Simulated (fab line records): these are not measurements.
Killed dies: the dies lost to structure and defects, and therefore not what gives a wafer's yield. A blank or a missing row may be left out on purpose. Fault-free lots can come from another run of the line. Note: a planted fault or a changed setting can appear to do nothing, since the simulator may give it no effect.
Matching of chambers | flow nand_harc | NHARC_A_STAIRCASE_DEP_280 on pecvd-04 has 3 sister chambers
The step deposits SiON, target thk 30 nm. 14 wafers are shown with their chamber, then 7 later ones without.

## EACH WAFER AND ITS CHAMBER
wafer  | chamber | heater_power_w (W)
L076.1 | 1       | 687
L076.2 | 2       | 654
L076.5 | 2       | 643
L077.2 | 1       | 610
L077.4 | 1       | 618
L077.6 | 2       | 685
L078.2 | 2       | 663
L078.3 | 0       | 937
L078.6 | 0       | 957
L089.1 | 2       | 561
L089.3 | 0       | 834
L089.4 | 1       | 656
L090.2 | 1       | 668
L090.3 | 0       | 878

SIGNATURES (averages over the wafers above)
reading        | chamber 0 | chamber 1 | chamber 2 | scatter within a chamber
heater_power_w | 901.50    | 647.80    | 641.20    | 45.5
Rule: distance of a wafer from a chamber = root of the sum over the readings of ((wafer's reading minus chamber's mean) / reading's scatter) squared. The wafer belongs to the nearest chamber; if the next one is less than 2 further off, it can't be placed. The scatter: take each reading less its chamber's mean, square it, sum over the shown wafers, divide by the number of wafers less the number of chambers, and take the root.

## WAFERS WITH NO CHAMBER GIVEN
wafer  | heater_power_w (W)
L090.6 | 644
L091.2 | 662
L091.3 | 878
L091.6 | 693
L094.1 | 665
L094.3 | 645
L094.6 | 873

## WHICH CHAMBER EACH WENT THROUGH
wafer  | from the rows above     | in truth
L090.6 | can't be placed: 2 or 1 | 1
L091.2 | can't be placed: 1 or 2 | 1
L091.3 | 0                       | 0
L091.6 | can't be placed: 1 or 2 | 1
L094.1 | can't be placed: 1 or 2 | 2
L094.3 | can't be placed: 1 or 2 | 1
L094.6 | 0                       | 0
Placed correctly: 2 of 7. Can't be placed from these rows: 5 (the true chamber is among the candidates in 5). Number placed wrongly: 0.
